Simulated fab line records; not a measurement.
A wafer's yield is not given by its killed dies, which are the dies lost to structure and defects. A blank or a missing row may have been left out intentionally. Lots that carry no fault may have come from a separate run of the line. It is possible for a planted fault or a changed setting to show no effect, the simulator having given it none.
The tool behind it: which one?    flow nand harc    36 wafers from 12 lots sampled at 6 of the route's 1302 steps

== WHAT THE GAUGES SHOWED, per wafer ==
NHARC_P_GATE_CD_MEAS_59 targets a cd of 720 nm.
lot   measured      on         cd nm (nm)
L379  day 5 23:29   cd sem-03  719.8 719.2 720.3
L380  day 6 08:50   cd sem-01  719.5 719.1 721.0
L382  day 7 14:02   cd sem-03  720.3 716.8 720.1
L383  day 7 16:49   cd sem-01  720.9 720.4 721.3
L384  day 8 04:25   cd sem-03  720.2 719.9 719.0
L385  day 8 11:41   cd sem-03  720.9 720.2 719.5
L386  day 9 03:17   cd sem-01  720.4 718.9 719.0
L388  day 10 00:04  cd sem-03  720.7 720.4 721.5
L389  day 10 11:50  cd sem-01  719.8 719.8 720.1
L391  day 11 00:22  cd sem-02  719.5 719.9 720.0
L392  day 11 16:14  cd sem-03  780.8 780.3 778.2
L401  day 15 07:02  cd sem-01  717.4 718.5 718.0

NHARC_END_SORT_01.
lot   measured      on         killed at array  killed at other  killed at periphery  killed dies  killed open  killed short
L392  day 30 17:22  prober-01  68 81            0 0              5 6                  73 87        0 3          6 2

== WHAT TOOL EACH LOT RAN ON (gives the tool, then ch and the chambers of the sampled wafers, and finally the start) ==
lot   NHARC_P_GATE_DEP_103             NHARC_P_GATE_ETCH_104               NHARC_P_GATE_EXPOSE_56             NHARC_P_GATE_STRIP_112
L379  pecvd-04 ch 0,1,2, day 5 09:14   rie diel-04 ch 2,3, day 5 10:10     krf scanner-01 ch 0, day 5 23:20   plasma asher-02 ch 0,1, day 6 00:04
L380  pecvd-04 ch 0,1, day 5 16:13     rie diel-07 ch 0,1,3, day 5 17:10   krf scanner-04 ch 0, day 6 08:41   plasma asher-01 ch 0,1, day 6 09:25
L382  pecvd-04 ch 0,1,2, day 6 23:17   rie diel-04 ch 0,2,3, day 7 00:28   krf scanner-01 ch 0, day 7 13:53   plasma asher-02 ch 0,1, day 7 14:38
L383  pecvd-04 ch 0,1, day 7 02:21     rie diel-04 ch 0,3, day 7 03:16     krf scanner-04 ch 0, day 7 16:40   plasma asher-01 ch 0,1, day 7 17:22
L384  pecvd-04 ch 1,2, day 7 14:06     rie diel-04 ch 0,1,2, day 7 15:04   krf scanner-01 ch 0, day 8 04:16   plasma asher-02 ch 0,1, day 8 05:24
L385  pecvd-04 ch 0,1, day 7 21:22     rie diel-07 ch 0,2,3, day 7 22:17   krf scanner-01 ch 0, day 8 11:31   plasma asher-02 ch 0,1, day 8 12:15
L386  pecvd-02 ch 0,2, day 8 13:04     rie diel-07 ch 0,1,3, day 8 13:59   krf scanner-03 ch 0, day 9 03:08   plasma asher-02 ch 0,1, day 9 03:51
L388  pecvd-04 ch 0,2, day 9 09:34     rie diel-07 ch 0,2,3, day 9 10:31   krf scanner-01 ch 0, day 9 23:55   plasma asher-01 ch 0,1, day 10 00:38
L389  pecvd-04 ch 0,2, day 9 21:42     rie diel-09 ch 0,3, day 9 22:30     krf scanner-04 ch 0, day 10 11:41  plasma asher-01 ch 1, day 10 12:24
L391  pecvd-02 ch 0,1,2, day 10 10:07  rie diel-07 ch 0,1,3, day 10 10:51  krf scanner-03 ch 0, day 11 00:13  plasma asher-01 ch 0,1, day 11 01:01
L392  pecvd-04 ch 0,2, day 11 01:19    rie diel-07 ch 0,1,3, day 11 02:16  krf scanner-04 ch 0, day 11 16:05  plasma asher-01 ch 0,1, day 11 17:00
L401  pecvd-04 ch 0,1,2, day 14 16:46  rie diel-09 ch 0,2,3, day 14 17:35  krf scanner-01 ch 0, day 15 06:53  plasma asher-02 ch 0,1, day 15 07:34
- NHARC_P_GATE_DEP_103: deposits SiON, target thk 30 nm.
- NHARC_P_GATE_ETCH_104: etches the open film in CF4/CHF3, target depth 60 nm.
- NHARC_P_GATE_EXPOSE_56: exposes mask P PSD, target cd 720 nm.
- NHARC_P_GATE_STRIP_112: strips in N2/H2, time 200 s.

== AS READ BY THE TOOLS THEMSELVES (means over the sampled wafers that have a number; for cases with no such wafer, the mark the record gives instead) ==
NHARC_P_GATE_DEP_103.
lot   tool      heater power w (W)
L379  pecvd-04  697
L380  pecvd-04  786
L382  pecvd-04  691
L383  pecvd-04  777
L384  pecvd-04  678
L385  pecvd-04  793
L386  pecvd-02  925
L388  pecvd-04  757
L389  pecvd-04  808
L391  pecvd-02  799
L392  pecvd-04  746
L401  pecvd-04  733

NHARC_P_GATE_ETCH_104.
lot   tool         drypump motor current A (A)  oes product au (a.u.)  rf vpp V (V)  showerhead plenum p Torr (Torr)  throttle valve pct (%)
L379  rie diel-04  5.5                          0.970                  372.3         1.61                             16.799
L380  rie diel-07  5.4                          0.967                  371.0         1.58                             16.802
L382  rie diel-04  5.6                          0.930                  371.0         1.59                             16.804
L383  rie diel-04  5.7                          0.966                  370.9         1.58                             16.800
L384  rie diel-04  5.7                          0.924                  370.9         1.59                             16.810
L385  rie diel-07  5.3                          0.963                  372.3         1.63                             16.802
L386  rie diel-07  5.4                          0.966                  371.4         1.58                             16.799
L388  rie diel-07  5.3                          0.943                  372.1         1.63                             16.802
L389  rie diel-09  5.8                          0.953                  367.6         1.49                             16.802
L391  rie diel-07  5.4                          0.941                  370.6         1.58                             16.806
L392  rie diel-07  5.4                          0.962                  371.0         1.58                             16.808
L401  rie diel-09  5.9                          0.966                  367.0         1.48                             16.809

NHARC_P_GATE_STRIP_112.
lot   tool             drypump motor current A (A)  heater power w (W)  rf refl power W (W)
L379  plasma asher-02  5.7                          84                  22
L380  plasma asher-01  6.1                          97                  32
L382  plasma asher-02  5.9                          85                  24
L383  plasma asher-01  6.0                          98                  29
L384  plasma asher-02  5.7                          83                  23
L385  plasma asher-02  5.9                          85                  24
L386  plasma asher-02  5.7                          83                  22
L388  plasma asher-01  6.0                          98                  29
L389  plasma asher-01  6.1                          96                  36
L391  plasma asher-01  6.0                          100                 29
L392  plasma asher-01  6.0                          100                 29
L401  plasma asher-02  5.7                          83                  23

== THE ANSWER, worked out from the rows above alone ==
Rule: what is usual is taken from the lots themselves. The widest of any qualifying gaps counts: lots, ordered by their means at a reading, are off when they make up no more than a third of the lots, leave a main group of 4 or more, and stand apart from it by 3 or more times the standard deviation of that group's means. A main group whose means are all the same, to the digits that the tables above print for the reading, isn't used. Also off: a lot with no number at a reading for which 4 or more lots have one. Where the step has rows for the other lots, those lots are counted as sound. After the gauges, taken in route order, come the tools' own readings; for these a lot's mean is taken, as printed above. At the first step where some lot is off, the reading lying furthest off is the one used; lots without a number count as furthest.
Off, at NHARC_P_GATE_CD_MEAS_59 on cd nm: L392. For the main group the mean is 719.8 nm and the standard deviation 0.77.
If a tool, at a process step before that reading, ran all the lots that are off and no sound lot after the first of them, it fits. Those tools and the gauges at NHARC_P_GATE_CD_MEAS_59 are tried in the same way. Can't be told from this: 3 tools fit, rie diel-07 at NHARC_P_GATE_ETCH_104, krf scanner-04 at NHARC_P_GATE_EXPOSE_56, cd sem-03 at NHARC_P_GATE_CD_MEAS_59.

== WHAT THE SIMULATOR HAD INSERTED ==
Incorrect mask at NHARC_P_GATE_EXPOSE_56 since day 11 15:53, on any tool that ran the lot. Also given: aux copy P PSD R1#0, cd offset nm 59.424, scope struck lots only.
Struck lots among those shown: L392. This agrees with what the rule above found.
